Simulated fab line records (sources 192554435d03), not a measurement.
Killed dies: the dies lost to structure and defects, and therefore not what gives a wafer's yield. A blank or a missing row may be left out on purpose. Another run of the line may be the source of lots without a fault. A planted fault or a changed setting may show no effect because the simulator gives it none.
Which of the tools did it? || flow n5-finfet || 7 lots with 19 wafers sampled at 8 steps, on a route of 1938 steps

## WHAT THE GAUGES READ, wafer by wafer
N5_BEOL_M13_OCD_MEAS_35. Usual: trench-depth-nm 412 nm, standard deviation 4.6.
{"lot": "L204", "measured": "day 12 00:28", "on": "ocd-02", "trench-depth-nm (nm)": "407 415 410", "flag": ""}
{"lot": "L212", "measured": "day 14 11:56", "on": "ocd-01", "trench-depth-nm (nm)": "411 411 407", "flag": ""}
{"lot": "L218", "measured": "day 16 17:46", "on": "ocd-02", "trench-depth-nm (nm)": "571 409", "flag": "OFF"}
{"lot": "L220", "measured": "day 17 00:20", "on": "ocd-01", "trench-depth-nm (nm)": "583 578", "flag": "OFF"}
{"lot": "L227", "measured": "day 18 12:38", "on": "ocd-01", "trench-depth-nm (nm)": "422 404 412", "flag": ""}
{"lot": "L225", "measured": "day 18 15:30", "on": "ocd-02", "trench-depth-nm (nm)": "415 413 410", "flag": ""}
{"lot": "L226", "measured": "day 19 07:29", "on": "ocd-02", "trench-depth-nm (nm)": "420 414 412", "flag": ""}

N5_BEOL_M13_THK_MEAS_50: measures by xrf. Usual: M13_THK 413 nm, standard deviation 5.8.
{"lot": "L204", "measured": "day 12 03:42", "on": "film-metro-01", "M13_THK (nm)": "408 416 415", "flag": ""}
{"lot": "L212", "measured": "day 14 15:29", "on": "film-metro-02", "M13_THK (nm)": "411 411 405", "flag": ""}
{"lot": "L218", "measured": "day 16 20:29", "on": "film-metro-01", "M13_THK (nm)": "573 414", "flag": "OFF"}
{"lot": "L220", "measured": "day 17 05:04", "on": "film-metro-02", "M13_THK (nm)": "581 572", "flag": "OFF"}
{"lot": "L227", "measured": "day 18 15:14", "on": "film-metro-02", "M13_THK (nm)": "424 408 413", "flag": ""}
{"lot": "L225", "measured": "day 18 17:39", "on": "film-metro-02", "M13_THK (nm)": "411 409 408", "flag": ""}
{"lot": "L226", "measured": "day 19 11:19", "on": "film-metro-01", "M13_THK (nm)": "424 415 414", "flag": ""}

N5_BEOL_M13_RS_MEAS_54: uses a four-point probe to measure. Usual: M13_RS 0.0450 ohm/sq, standard deviation 0.00055.
{"lot": "L204", "measured": "day 12 03:52", "on": "film-metro-02", "M13_RS (ohm/sq)": "0.0456 0.0446 0.0452", "flag": ""}
{"lot": "L212", "measured": "day 14 15:37", "on": "film-metro-02", "M13_RS (ohm/sq)": "0.0450 0.0450 0.0453", "flag": ""}
{"lot": "L218", "measured": "day 16 20:37", "on": "film-metro-01", "M13_RS (ohm/sq)": "0.0324 0.0455", "flag": "OFF"}
{"lot": "L220", "measured": "day 17 05:11", "on": "film-metro-02", "M13_RS (ohm/sq)": "0.0315 0.0319", "flag": "OFF"}
{"lot": "L227", "measured": "day 18 15:22", "on": "film-metro-02", "M13_RS (ohm/sq)": "0.0437 0.0460 0.0451", "flag": ""}
{"lot": "L225", "measured": "day 18 17:47", "on": "film-metro-01", "M13_RS (ohm/sq)": "0.0448 0.0453 0.0451", "flag": ""}
{"lot": "L226", "measured": "day 19 11:27", "on": "film-metro-02", "M13_RS (ohm/sq)": "0.0441 0.0450 0.0451", "flag": ""}

N5_BEOL_M15_RC_MEAS_101. Usual: COMB_M10 1.4e-11 S/m, standard deviation 3e-12; COMB_M11 1.49e-11 S/m, standard deviation 2.9e-12; COMB_M12 6e-12 S/m, standard deviation 1.2e-12; COMB_M14 3.4e-12 S/m, standard deviation 7.4e-13; COMB_M15 2.3e-12 S/m, standard deviation 5.6e-13; COMB_M5 3.5e-11 S/m, standard deviation 7.8e-12; COMB_M6 2.5e-11 S/m, standard deviation 4.9e-12; COMB_M7 2.5e-11 S/m, standard deviation 4.9e-12; COMB_M8 2.4e-11 S/m, standard deviation 4.4e-12; COMB_M9 1.5e-11 S/m, standard deviation 3.1e-12; COMB_M9_max_site 2.1e-11 S/m, standard deviation 5.1e-12; SERP_M10 3.07 ohm/um, standard deviation 0.079; SERP_M11 3.07 ohm/um, standard deviation 0.065; SERP_M11_max_site 3.16 ohm/um, standard deviation 0.07; SERP_M12 0.640 ohm/um, standard deviation 0.016; SERP_M13 0.309 ohm/um, standard deviation 0.0053; SERP_M13_max_site 0.312 ohm/um, standard deviation 0.0055; SERP_M14 0.1612 ohm/um, standard deviation 0.0029; SERP_M5 39.1 ohm/um, standard deviation 1.3; SERP_M6 13.8 ohm/um, standard deviation 0.44; SERP_M7 14.0 ohm/um, standard deviation 0.46; SERP_M8 14.1 ohm/um, standard deviation 0.47; SERP_M9 3.06 ohm/um, standard deviation 0.068.
{"lot": "L204", "measured": "day 12 13:16", "on": "prober-01", "COMB_M10 (S/m)": "1.4e-11 1.4e-11 1.9e-11", "COMB_M11 (S/m)": "1.57e-11 1.25e-11 2.01e-11", "COMB_M12 (S/m)": "7.1e-12 8.6e-12 6.7e-12", "COMB_M14 (S/m)": "4.4e-12 3.9e-12 3.6e-12", "COMB_M15 (S/m)": "2.5e-12 1.7e-12 2.5e-12", "COMB_M5 (S/m)": "3.6e-11 3.4e-11 4e-11", "COMB_M6 (S/m)": "2.1e-11 2.6e-11 2.3e-11", "COMB_M7 (S/m)": "3e-11 2.7e-11 2.7e-11", "COMB_M8 (S/m)": "2.2e-11 2.1e-11 3e-11", "COMB_M9 (S/m)": "1.3e-11 1.3e-11 1.6e-11", "COMB_M9_max_site (S/m)": "1.9e-11 1.9e-11 2.6e-11", "SERP_M10 (ohm/um)": "3.11 2.96 2.87", "SERP_M11 (ohm/um)": "3.07 3.04 3.09", "SERP_M11_max_site (ohm/um)": "3.17 3.20 3.19", "SERP_M12 (ohm/um)": "0.638 0.648 0.641", "SERP_M13 (ohm/um)": "0.315 0.307 0.312", "SERP_M13_max_site (ohm/um)": "0.319 0.311 0.316", "SERP_M14 (ohm/um)": "0.1589 0.1594 0.1641", "SERP_M5 (ohm/um)": "40.4 38.5 38.0", "SERP_M6 (ohm/um)": "13.7 13.9 14.2", "SERP_M7 (ohm/um)": "13.7 13.1 13.7", "SERP_M8 (ohm/um)": "14.4 14.6 14.5", "SERP_M9 (ohm/um)": "3.10 3.08 3.07", "flag": ""}
{"lot": "L212", "measured": "day 15 01:17", "on": "prober-01", "COMB_M10 (S/m)": "1.2e-11 1.5e-11 1.4e-11", "COMB_M11 (S/m)": "1.11e-11 1.26e-11 1.74e-11", "COMB_M12 (S/m)": "6.6e-12 5e-12 6e-12", "COMB_M14 (S/m)": "3.6e-12 3.7e-12 3.7e-12", "COMB_M15 (S/m)": "2e-12 1.9e-12 1.7e-12", "COMB_M5 (S/m)": "3e-11 2.8e-11 3.2e-11", "COMB_M6 (S/m)": "2.2e-11 2.6e-11 2.5e-11", "COMB_M7 (S/m)": "2e-11 2.8e-11 2.9e-11", "COMB_M8 (S/m)": "1.5e-11 2e-11 2.2e-11", "COMB_M9 (S/m)": "1.3e-11 1.4e-11 1.7e-11", "COMB_M9_max_site (S/m)": "2.3e-11 1.9e-11 2.6e-11", "SERP_M10 (ohm/um)": "3.10 3.00 3.16", "SERP_M11 (ohm/um)": "3.11 3.07 3.19", "SERP_M11_max_site (ohm/um)": "3.23 3.19 3.24", "SERP_M12 (ohm/um)": "0.640 0.657 0.642", "SERP_M13 (ohm/um)": "0.312 0.312 0.312", "SERP_M13_max_site (ohm/um)": "0.316 0.315 0.316", "SERP_M14 (ohm/um)": "0.1622 0.1569 0.1649", "SERP_M5 (ohm/um)": "37.9 41.2 38.9", "SERP_M6 (ohm/um)": "14.5 13.7 14.2", "SERP_M7 (ohm/um)": "14.0 13.4 14.0", "SERP_M8 (ohm/um)": "14.4 13.9 13.7", "SERP_M9 (ohm/um)": "3.11 3.07 3.02", "flag": ""}
{"lot": "L218", "measured": "day 17 10:27", "on": "prober-01", "COMB_M10 (S/m)": "9e-12 1.3e-11", "COMB_M11 (S/m)": "1.46e-11 1.29e-11", "COMB_M12 (S/m)": "4.8e-12 5.6e-12", "COMB_M14 (S/m)": "2.7e-12 3.3e-12", "COMB_M15 (S/m)": "2.3e-12 2.5e-12", "COMB_M5 (S/m)": "2.7e-11 3.9e-11", "COMB_M6 (S/m)": "2.2e-11 2e-11", "COMB_M7 (S/m)": "2.5e-11 3e-11", "COMB_M8 (S/m)": "2.2e-11 3.1e-11", "COMB_M9 (S/m)": "1.4e-11 1.3e-11", "COMB_M9_max_site (S/m)": "2.2e-11 1.7e-11", "SERP_M10 (ohm/um)": "3.28 3.08", "SERP_M11 (ohm/um)": "3.08 3.10", "SERP_M11_max_site (ohm/um)": "3.13 3.15", "SERP_M12 (ohm/um)": "0.668 0.655", "SERP_M13 (ohm/um)": "0.220 0.314", "SERP_M13_max_site (ohm/um)": "0.223 0.318", "SERP_M14 (ohm/um)": "0.1636 0.1619", "SERP_M5 (ohm/um)": "39.4 41.2", "SERP_M6 (ohm/um)": "14.0 14.3", "SERP_M7 (ohm/um)": "13.9 13.9", "SERP_M8 (ohm/um)": "15.0 15.4", "SERP_M9 (ohm/um)": "3.03 3.13", "flag": "OFF"}
{"lot": "L220", "measured": "day 17 20:01", "on": "prober-01", "COMB_M10 (S/m)": "1.3e-11 1.8e-11", "COMB_M11 (S/m)": "1.4e-11 1.19e-11", "COMB_M12 (S/m)": "5.7e-12 6.3e-12", "COMB_M14 (S/m)": "2.7e-12 4.5e-12", "COMB_M15 (S/m)": "2.6e-12 2.8e-12", "COMB_M5 (S/m)": "3.9e-11 3.4e-11", "COMB_M6 (S/m)": "2.1e-11 2.1e-11", "COMB_M7 (S/m)": "2.3e-11 2.6e-11", "COMB_M8 (S/m)": "3.4e-11 2.1e-11", "COMB_M9 (S/m)": "1.8e-11 1.6e-11", "COMB_M9_max_site (S/m)": "3.3e-11 2.3e-11", "SERP_M10 (ohm/um)": "3.05 3.12", "SERP_M11 (ohm/um)": "3.22 3.12", "SERP_M11_max_site (ohm/um)": "3.28 3.19", "SERP_M12 (ohm/um)": "0.626 0.608", "SERP_M13 (ohm/um)": "0.215 0.219", "SERP_M13_max_site (ohm/um)": "0.218 0.221", "SERP_M14 (ohm/um)": "0.1660 0.1631", "SERP_M5 (ohm/um)": "41.2 36.8", "SERP_M6 (ohm/um)": "13.5 13.8", "SERP_M7 (ohm/um)": "14.8 14.4", "SERP_M8 (ohm/um)": "14.3 13.9", "SERP_M9 (ohm/um)": "3.03 3.09", "flag": "OFF"}
{"lot": "L227", "measured": "day 19 04:23", "on": "prober-01", "COMB_M10 (S/m)": "1.2e-11 1.5e-11 1.2e-11", "COMB_M11 (S/m)": "1.14e-11 1.38e-11 1e-11", "COMB_M12 (S/m)": "6e-12 7.8e-12 6.6e-12", "COMB_M14 (S/m)": "4.3e-12 3.9e-12 4.2e-12", "COMB_M15 (S/m)": "2.2e-12 2.8e-12 2.3e-12", "COMB_M5 (S/m)": "3.2e-11 2.9e-11 2.5e-11", "COMB_M6 (S/m)": "2.5e-11 2.8e-11 2e-11", "COMB_M7 (S/m)": "2.5e-11 2.4e-11 3.3e-11", "COMB_M8 (S/m)": "2.2e-11 2.5e-11 3e-11", "COMB_M9 (S/m)": "1.6e-11 1.4e-11 1.3e-11", "COMB_M9_max_site (S/m)": "2.3e-11 1.9e-11 1.6e-11", "SERP_M10 (ohm/um)": "3.18 3.14 3.11", "SERP_M11 (ohm/um)": "3.12 3.08 3.05", "SERP_M11_max_site (ohm/um)": "3.22 3.13 3.16", "SERP_M12 (ohm/um)": "0.644 0.638 0.641", "SERP_M13 (ohm/um)": "0.302 0.316 0.310", "SERP_M13_max_site (ohm/um)": "0.304 0.320 0.313", "SERP_M14 (ohm/um)": "0.1583 0.1587 0.1623", "SERP_M5 (ohm/um)": "38.3 39.0 36.8", "SERP_M6 (ohm/um)": "14.3 13.7 13.9", "SERP_M7 (ohm/um)": "14.0 14.3 13.9", "SERP_M8 (ohm/um)": "13.5 13.9 14.2", "SERP_M9 (ohm/um)": "3.02 2.98 3.04", "flag": ""}
{"lot": "L225", "measured": "day 19 08:24", "on": "prober-02", "COMB_M10 (S/m)": "1.2e-11 1.2e-11 1.3e-11", "COMB_M11 (S/m)": "8.4e-12 1.53e-11 1.33e-11", "COMB_M12 (S/m)": "6e-12 4.7e-12 7.7e-12", "COMB_M14 (S/m)": "6.4e-12 3.1e-12 4.3e-12", "COMB_M15 (S/m)": "1.4e-12 2.4e-12 2.3e-12", "COMB_M5 (S/m)": "3.2e-11 2.8e-11 3.3e-11", "COMB_M6 (S/m)": "2.8e-11 1.6e-11 3.5e-11", "COMB_M7 (S/m)": "2.3e-11 2.2e-11 1.7e-11", "COMB_M8 (S/m)": "1.7e-11 1.7e-11 2e-11", "COMB_M9 (S/m)": "1.3e-11 1.3e-11 1.4e-11", "COMB_M9_max_site (S/m)": "1.9e-11 2.2e-11 2.7e-11", "SERP_M10 (ohm/um)": "3.01 3.04 2.91", "SERP_M11 (ohm/um)": "3.13 3.09 3.20", "SERP_M11_max_site (ohm/um)": "3.18 3.21 3.27", "SERP_M12 (ohm/um)": "0.621 0.639 0.622", "SERP_M13 (ohm/um)": "0.304 0.306 0.307", "SERP_M13_max_site (ohm/um)": "0.309 0.311 0.309", "SERP_M14 (ohm/um)": "0.1631 0.1669 0.1630", "SERP_M5 (ohm/um)": "37.9 37.1 38.4", "SERP_M6 (ohm/um)": "14.0 13.8 14.4", "SERP_M7 (ohm/um)": "13.7 13.9 13.8", "SERP_M8 (ohm/um)": "13.3 13.9 14.0", "SERP_M9 (ohm/um)": "3.14 3.18 3.12", "flag": ""}
{"lot": "L226", "measured": "day 20 01:28", "on": "prober-01", "COMB_M10 (S/m)": "1.7e-11 1.4e-11 1.5e-11", "COMB_M11 (S/m)": "2.12e-11 1.15e-11 1.64e-11", "COMB_M12 (S/m)": "5.4e-12 7.5e-12 7.2e-12", "COMB_M14 (S/m)": "3.3e-12 2.4e-12 3.1e-12", "COMB_M15 (S/m)": "2.3e-12 2.8e-12 2.5e-12", "COMB_M5 (S/m)": "6e-11 3.7e-11 4.4e-11", "COMB_M6 (S/m)": "2.2e-11 2.4e-11 2e-11", "COMB_M7 (S/m)": "1.9e-11 2.2e-11 1.9e-11", "COMB_M8 (S/m)": "2.3e-11 3e-11 2.7e-11", "COMB_M9 (S/m)": "1.7e-11 2.2e-11 1.9e-11", "COMB_M9_max_site (S/m)": "2.5e-11 3e-11 2.6e-11", "SERP_M10 (ohm/um)": "3.13 3.03 3.15", "SERP_M11 (ohm/um)": "3.03 3.08 3.04", "SERP_M11_max_site (ohm/um)": "3.18 3.17 3.17", "SERP_M12 (ohm/um)": "0.638 0.633 0.622", "SERP_M13 (ohm/um)": "0.305 0.310 0.313", "SERP_M13_max_site (ohm/um)": "0.309 0.312 0.315", "SERP_M14 (ohm/um)": "0.1595 0.1610 0.1622", "SERP_M5 (ohm/um)": "39.0 38.9 38.0", "SERP_M6 (ohm/um)": "14.3 14.1 14.5", "SERP_M7 (ohm/um)": "14.2 14.7 14.3", "SERP_M8 (ohm/um)": "14.1 14.7 14.5", "SERP_M9 (ohm/um)": "3.04 3.12 3.05", "flag": ""}

## WHAT TOOL EACH LOT RAN ON (gives the tool, then ch and the chambers of the sampled wafers, and finally the start)
{"lot": "L204", "N5_BEOL_M13_DESCUM_15": "rie-diel-06 ch 0,2, day 11 22:49", "N5_BEOL_M13_DESCUM_33": "rie-diel-02 ch 0,2, day 11 23:53", "N5_BEOL_M13_TRENCH_ETCH_34": "rie-diel-02 ch 0,2, day 12 00:17", "N5_BEOL_M13_DEGAS_41": "pvd-sputter-03, day 12 02:19"}
{"lot": "L212", "N5_BEOL_M13_DESCUM_15": "rie-diel-03 ch 0,3, day 14 10:21", "N5_BEOL_M13_DESCUM_33": "rie-diel-02 ch 1,2, day 14 11:21", "N5_BEOL_M13_TRENCH_ETCH_34": "rie-diel-02 ch 1,2, day 14 11:45", "N5_BEOL_M13_DEGAS_41": "pvd-sputter-02, day 14 14:23"}
{"lot": "L218", "N5_BEOL_M13_DESCUM_15": "rie-diel-06 ch 0,3, day 16 16:07", "N5_BEOL_M13_DESCUM_33": "rie-diel-02 ch 0,3, day 16 17:11", "N5_BEOL_M13_TRENCH_ETCH_34": "rie-diel-02 ch 0,3, day 16 17:35", "N5_BEOL_M13_DEGAS_41": "pvd-sputter-01, day 16 19:11"}
{"lot": "L220", "N5_BEOL_M13_DESCUM_15": "rie-diel-06 ch 2,3, day 16 22:34", "N5_BEOL_M13_DESCUM_33": "rie-diel-02 ch 1,2, day 16 23:46", "N5_BEOL_M13_TRENCH_ETCH_34": "rie-diel-02 ch 1,2, day 17 00:10", "N5_BEOL_M13_DEGAS_41": "pvd-sputter-02, day 17 03:10"}
{"lot": "L227", "N5_BEOL_M13_DESCUM_15": "rie-diel-03 ch 0,1,2, day 18 10:56", "N5_BEOL_M13_DESCUM_33": "rie-diel-06 ch 0,1,2, day 18 12:04", "N5_BEOL_M13_TRENCH_ETCH_34": "rie-diel-06 ch 0,1,2, day 18 12:28", "N5_BEOL_M13_DEGAS_41": "pvd-sputter-03, day 18 14:07"}
{"lot": "L225", "N5_BEOL_M13_DESCUM_15": "rie-diel-02 ch 0,1,3, day 18 13:51", "N5_BEOL_M13_DESCUM_33": "rie-diel-03 ch 0,2,3, day 18 14:55", "N5_BEOL_M13_TRENCH_ETCH_34": "rie-diel-03 ch 0,2,3, day 18 15:19", "N5_BEOL_M13_DEGAS_41": "pvd-sputter-01, day 18 16:32"}
{"lot": "L226", "N5_BEOL_M13_DESCUM_15": "rie-diel-02 ch 0,1,2, day 19 05:54", "N5_BEOL_M13_DESCUM_33": "rie-diel-03 ch 1,3, day 19 06:55", "N5_BEOL_M13_TRENCH_ETCH_34": "rie-diel-03 ch 1,3, day 19 07:19", "N5_BEOL_M13_DEGAS_41": "pvd-sputter-02, day 19 10:13"}
- N5_BEOL_M13_DESCUM_15: chemistry O2, time 7.9 s.
- N5_BEOL_M13_DESCUM_33: chemistry O2, time 7.9 s.
- N5_BEOL_M13_TRENCH_ETCH_34: etches SiOC in C4F8/O2/Ar, target depth 413.47 nm, time 162.6 s.
- N5_BEOL_M13_DEGAS_41: time 60 s.

## AS READ BY THE TOOLS THEMSELVES (means over the sampled wafers that have a number; for cases with no such wafer, the mark the record gives instead)
N5_BEOL_M13_DESCUM_15. Usual: drypump-motor-current-A 5.6 A, standard deviation 0.5; oes-product-au 0.80 a.u., standard deviation 0.088; rf-vpp-V 243.4 V, standard deviation 1.5; showerhead-plenum-p-Torr 2.10 Torr, standard deviation 0.081; throttle-valve-pct 20.44 %, standard deviation 0.21.
{"lot": "L204", "tool": "rie-diel-06", "drypump-motor-current-A (A)": 5.6, "oes-product-au (a.u.)": 0.85, "rf-vpp-V (V)": 241.7, "showerhead-plenum-p-Torr (Torr)": 2.03, "throttle-valve-pct (%)": 20.28, "flag": ""}
{"lot": "L212", "tool": "rie-diel-03", "drypump-motor-current-A (A)": 5.0, "oes-product-au (a.u.)": 0.80, "rf-vpp-V (V)": 242.6, "showerhead-plenum-p-Torr (Torr)": 2.09, "throttle-valve-pct (%)": 20.30, "flag": ""}
{"lot": "L218", "tool": "rie-diel-06", "drypump-motor-current-A (A)": 5.3, "oes-product-au (a.u.)": 0.76, "rf-vpp-V (V)": 243.0, "showerhead-plenum-p-Torr (Torr)": 2.04, "throttle-valve-pct (%)": 20.51, "flag": ""}
{"lot": "L220", "tool": "rie-diel-06", "drypump-motor-current-A (A)": 5.9, "oes-product-au (a.u.)": 0.69, "rf-vpp-V (V)": 241.4, "showerhead-plenum-p-Torr (Torr)": 2.02, "throttle-valve-pct (%)": 20.53, "flag": ""}
{"lot": "L227", "tool": "rie-diel-03", "drypump-motor-current-A (A)": 5.3, "oes-product-au (a.u.)": 0.84, "rf-vpp-V (V)": 243.3, "showerhead-plenum-p-Torr (Torr)": 2.12, "throttle-valve-pct (%)": 20.34, "flag": ""}
{"lot": "L225", "tool": "rie-diel-02", "drypump-motor-current-A (A)": 5.9, "oes-product-au (a.u.)": 0.78, "rf-vpp-V (V)": 242.6, "showerhead-plenum-p-Torr (Torr)": 2.05, "throttle-valve-pct (%)": 20.53, "flag": ""}
{"lot": "L226", "tool": "rie-diel-02", "drypump-motor-current-A (A)": 6.0, "oes-product-au (a.u.)": 0.77, "rf-vpp-V (V)": 243.6, "showerhead-plenum-p-Torr (Torr)": 2.10, "throttle-valve-pct (%)": 20.48, "flag": ""}

N5_BEOL_M13_DESCUM_33. Usual: drypump-motor-current-A 5.7 A, standard deviation 0.46; oes-product-au 0.79 a.u., standard deviation 0.087; rf-vpp-V 243.0 V, standard deviation 1.4; showerhead-plenum-p-Torr 2.09 Torr, standard deviation 0.074; throttle-valve-pct 20.48 %, standard deviation 0.21.
{"lot": "L204", "tool": "rie-diel-02", "drypump-motor-current-A (A)": 5.9, "oes-product-au (a.u.)": 0.76, "rf-vpp-V (V)": 243.8, "showerhead-plenum-p-Torr (Torr)": 2.14, "throttle-valve-pct (%)": 20.54, "flag": ""}
{"lot": "L212", "tool": "rie-diel-02", "drypump-motor-current-A (A)": 6.2, "oes-product-au (a.u.)": 0.75, "rf-vpp-V (V)": 243.9, "showerhead-plenum-p-Torr (Torr)": 2.16, "throttle-valve-pct (%)": 20.50, "flag": ""}
{"lot": "L218", "tool": "rie-diel-02", "drypump-motor-current-A (A)": 5.7, "oes-product-au (a.u.)": 0.77, "rf-vpp-V (V)": 241.7, "showerhead-plenum-p-Torr (Torr)": 2.02, "throttle-valve-pct (%)": 20.65, "flag": ""}
{"lot": "L220", "tool": "rie-diel-02", "drypump-motor-current-A (A)": 6.2, "oes-product-au (a.u.)": 0.76, "rf-vpp-V (V)": 243.4, "showerhead-plenum-p-Torr (Torr)": 2.15, "throttle-valve-pct (%)": 20.45, "flag": ""}
{"lot": "L227", "tool": "rie-diel-06", "drypump-motor-current-A (A)": 5.7, "oes-product-au (a.u.)": 0.82, "rf-vpp-V (V)": 242.6, "showerhead-plenum-p-Torr (Torr)": 2.06, "throttle-valve-pct (%)": 20.40, "flag": ""}
{"lot": "L225", "tool": "rie-diel-03", "drypump-motor-current-A (A)": 5.2, "oes-product-au (a.u.)": 0.81, "rf-vpp-V (V)": 244.1, "showerhead-plenum-p-Torr (Torr)": 2.15, "throttle-valve-pct (%)": 20.38, "flag": ""}
{"lot": "L226", "tool": "rie-diel-03", "drypump-motor-current-A (A)": 5.7, "oes-product-au (a.u.)": 0.84, "rf-vpp-V (V)": 245.0, "showerhead-plenum-p-Torr (Torr)": 2.18, "throttle-valve-pct (%)": 20.32, "flag": ""}

N5_BEOL_M13_TRENCH_ETCH_34. Usual: O2_flow_sccm 8.002 sccm, standard deviation 0.025; drypump-motor-current-A 5.7 A, standard deviation 0.46; oes-product-au 0.79 a.u., standard deviation 0.086; rf-vpp-V 665 V, standard deviation 3.2; showerhead-plenum-p-Torr 3.41 Torr, standard deviation 0.11; throttle-valve-pct 24.25 %, standard deviation 0.2.
{"lot": "L204", "tool": "rie-diel-02", "O2_flow_sccm (sccm)": 8.008, "drypump-motor-current-A (A)": 5.9, "oes-product-au (a.u.)": 0.77, "rf-vpp-V (V)": 667, "showerhead-plenum-p-Torr (Torr)": 3.48, "throttle-valve-pct (%)": 24.25, "flag": ""}
{"lot": "L212", "tool": "rie-diel-02", "O2_flow_sccm (sccm)": 8.002, "drypump-motor-current-A (A)": 6.1, "oes-product-au (a.u.)": 0.75, "rf-vpp-V (V)": 668, "showerhead-plenum-p-Torr (Torr)": 3.51, "throttle-valve-pct (%)": 24.24, "flag": ""}
{"lot": "L218", "tool": "rie-diel-02", "O2_flow_sccm (sccm)": 8.013, "drypump-motor-current-A (A)": 5.8, "oes-product-au (a.u.)": 0.87, "rf-vpp-V (V)": 662, "showerhead-plenum-p-Torr (Torr)": 3.30, "throttle-valve-pct (%)": 24.43, "flag": ""}
{"lot": "L220", "tool": "rie-diel-02", "O2_flow_sccm (sccm)": 8.040, "drypump-motor-current-A (A)": 6.2, "oes-product-au (a.u.)": 0.97, "rf-vpp-V (V)": 668, "showerhead-plenum-p-Torr (Torr)": 3.50, "throttle-valve-pct (%)": 24.28, "flag": ""}
{"lot": "L227", "tool": "rie-diel-06", "O2_flow_sccm (sccm)": 8.005, "drypump-motor-current-A (A)": 5.8, "oes-product-au (a.u.)": 0.83, "rf-vpp-V (V)": 664, "showerhead-plenum-p-Torr (Torr)": 3.36, "throttle-valve-pct (%)": 24.17, "flag": ""}
{"lot": "L225", "tool": "rie-diel-03", "O2_flow_sccm (sccm)": 8.001, "drypump-motor-current-A (A)": 5.2, "oes-product-au (a.u.)": 0.80, "rf-vpp-V (V)": 668, "showerhead-plenum-p-Torr (Torr)": 3.49, "throttle-valve-pct (%)": 24.11, "flag": ""}
{"lot": "L226", "tool": "rie-diel-03", "O2_flow_sccm (sccm)": 8.001, "drypump-motor-current-A (A)": 5.7, "oes-product-au (a.u.)": 0.84, "rf-vpp-V (V)": 670, "showerhead-plenum-p-Torr (Torr)": 3.54, "throttle-valve-pct (%)": 24.05, "flag": ""}

N5_BEOL_M13_DEGAS_41. Usual: heater-power-w 357 W, standard deviation 39; susceptor-temp-C 250.00 C, standard deviation 0.18.
{"lot": "L204", "tool": "pvd-sputter-03", "heater-power-w (W)": 339, "susceptor-temp-C (C)": 250.13, "flag": ""}
{"lot": "L212", "tool": "pvd-sputter-02", "heater-power-w (W)": 400, "susceptor-temp-C (C)": 249.89, "flag": ""}
{"lot": "L218", "tool": "pvd-sputter-01", "heater-power-w (W)": 348, "susceptor-temp-C (C)": 250.03, "flag": ""}
{"lot": "L220", "tool": "pvd-sputter-02", "heater-power-w (W)": 383, "susceptor-temp-C (C)": 250.01, "flag": ""}
{"lot": "L227", "tool": "pvd-sputter-03", "heater-power-w (W)": 383, "susceptor-temp-C (C)": 249.98, "flag": ""}
{"lot": "L225", "tool": "pvd-sputter-01", "heater-power-w (W)": 356, "susceptor-temp-C (C)": 250.04, "flag": ""}
{"lot": "L226", "tool": "pvd-sputter-02", "heater-power-w (W)": 387, "susceptor-temp-C (C)": 250.00, "flag": ""}

## THE ANSWER, worked out from the rows above alone
Rule: a lot counts as off when the mean over its wafers that have a number is more than 3 standard deviations away from the usual mean. Also off: a lot with no number at a reading for which 4 or more lots have one. Any other lot the step has rows for is counted as sound. After the gauges, taken in route order, come the tools' own readings; for these a lot's mean is taken, as printed above. The first step at which some lot is off is used, and at that step the reading that is off furthest; a lot without a number counts as furthest.
Off at N5_BEOL_M13_OCD_MEAS_35 (trench-depth-nm): L218, L220.
A tool fits if, at a process step before that reading, it ran every lot that is off, and no sound lot after the first of them. Not tried: the gauges at N5_BEOL_M13_OCD_MEAS_35; whatever is off there is also off at N5_BEOL_M13_THK_MEAS_50, on other tools, and gauge error can't account for it. 2 tools fit, rie-diel-06 at N5_BEOL_M13_DESCUM_15 and rie-diel-02 at N5_BEOL_M13_DESCUM_33 and N5_BEOL_M13_TRENCH_ETCH_34, so this cannot tell which one it is.

## WHAT WAS PUT IN BY THE SIMULATOR
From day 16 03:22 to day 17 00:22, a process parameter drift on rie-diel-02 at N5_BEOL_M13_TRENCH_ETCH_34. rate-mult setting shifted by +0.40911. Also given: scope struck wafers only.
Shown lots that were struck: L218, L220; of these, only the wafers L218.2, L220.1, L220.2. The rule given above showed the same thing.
